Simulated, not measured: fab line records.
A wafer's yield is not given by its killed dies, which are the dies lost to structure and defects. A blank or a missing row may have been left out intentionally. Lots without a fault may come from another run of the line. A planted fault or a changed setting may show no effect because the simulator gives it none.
Matching of chambers / flow n5 finfet / N5_BEOL_M3_ETCH_64 on rie diel-02: 4 sister chambers
The step etches SOC in N2/H2, target depth 75 nm, overetch 15 nm, time 112.5 s. 14 wafers are shown with their chamber, then 7 later ones without.

## WAFERS WITH THEIR CHAMBER
wafer=L075.2; chamber=1; showerhead plenum p Torr (Torr)=2.59; throttle valve pct (%)=18.09; oes product au (a.u.)=0.70
wafer=L075.4; chamber=2; showerhead plenum p Torr (Torr)=2.66; throttle valve pct (%)=17.84; oes product au (a.u.)=0.59
wafer=L075.5; chamber=1; showerhead plenum p Torr (Torr)=2.59; throttle valve pct (%)=18.10; oes product au (a.u.)=0.70
wafer=L078.1; chamber=3; showerhead plenum p Torr (Torr)=2.72; throttle valve pct (%)=17.65; oes product au (a.u.)=0.74
wafer=L078.2; chamber=1; showerhead plenum p Torr (Torr)=2.59; throttle valve pct (%)=18.10; oes product au (a.u.)=0.69
wafer=L078.4; chamber=0; showerhead plenum p Torr (Torr)=2.58; throttle valve pct (%)=17.98; oes product au (a.u.)=0.62
wafer=L080.2; chamber=0; showerhead plenum p Torr (Torr)=2.58; throttle valve pct (%)=18.01; oes product au (a.u.)=0.62
wafer=L080.3; chamber=1; showerhead plenum p Torr (Torr)=2.59; throttle valve pct (%)=18.11; oes product au (a.u.)=0.69
wafer=L080.4; chamber=3; showerhead plenum p Torr (Torr)=2.72; throttle valve pct (%)=17.65; oes product au (a.u.)=0.73
wafer=L087.1; chamber=1; showerhead plenum p Torr (Torr)=2.58; throttle valve pct (%)=18.12; oes product au (a.u.)=0.68
wafer=L087.2; chamber=3; showerhead plenum p Torr (Torr)=2.71; throttle valve pct (%)=17.65; oes product au (a.u.)=0.70
wafer=L087.5; chamber=1; showerhead plenum p Torr (Torr)=2.58; throttle valve pct (%)=18.13; oes product au (a.u.)=0.68
wafer=L091.1; chamber=1; showerhead plenum p Torr (Torr)=2.58; throttle valve pct (%)=18.14; oes product au (a.u.)=0.67
wafer=L091.2; chamber=3; showerhead plenum p Torr (Torr)=2.71; throttle valve pct (%)=17.67; oes product au (a.u.)=0.71

SIGNATURES (means of the wafers above)
reading=showerhead plenum p Torr; chamber 0=2.5800; chamber 1=2.5857; chamber 2=2.6600; chamber 3=2.7150; scatter within a chamber=0.00521
reading=throttle valve pct; chamber 0=17.9950; chamber 1=18.1129; chamber 2=17.8400; chamber 3=17.6550; scatter within a chamber=0.0164
reading=oes product au; chamber 0=0.6200; chamber 1=0.6871; chamber 2=0.5900; chamber 3=0.7200; scatter within a chamber=0.0132
Rule: distance of a wafer from a chamber = root of the sum over the readings of ((wafer's reading minus chamber's mean) / reading's scatter) squared. If the next closest chamber is less than 2 further off than the closest, the wafer can't be placed; otherwise it belongs to the closest. How the scatter is found: for the shown wafers, subtract from each reading the mean of its chamber, square and add these, divide the total by (wafers less chambers), then take the root.

## WAFERS WITH NO CHAMBER GIVEN
wafer=L091.4; showerhead plenum p Torr (Torr)=2.57; throttle valve pct (%)=18.04; oes product au (a.u.)=0.61
wafer=L093.2; showerhead plenum p Torr (Torr)=2.71; throttle valve pct (%)=17.68; oes product au (a.u.)=0.70
wafer=L093.4; showerhead plenum p Torr (Torr)=2.64; throttle valve pct (%)=17.90; oes product au (a.u.)=0.57
wafer=L093.6; showerhead plenum p Torr (Torr)=2.57; throttle valve pct (%)=18.04; oes product au (a.u.)=0.61
wafer=L094.4; showerhead plenum p Torr (Torr)=2.64; throttle valve pct (%)=17.90; oes product au (a.u.)=0.58
wafer=L094.5; showerhead plenum p Torr (Torr)=2.64; throttle valve pct (%)=17.89; oes product au (a.u.)=0.58
wafer=L094.6; showerhead plenum p Torr (Torr)=2.71; throttle valve pct (%)=17.69; oes product au (a.u.)=0.69

## WHICH CHAMBER EACH ONE RAN IN
wafer=L091.4; from the rows above=0; in truth=0
wafer=L093.2; from the rows above=3; in truth=3
wafer=L093.4; from the rows above=2; in truth=2
wafer=L093.6; from the rows above=0; in truth=0
wafer=L094.4; from the rows above=2; in truth=2
wafer=L094.5; from the rows above=2; in truth=2
wafer=L094.6; from the rows above=3; in truth=3
Correct placement for 7 of the 7. From these rows, 0 cannot be placed. Number placed wrongly: 0.
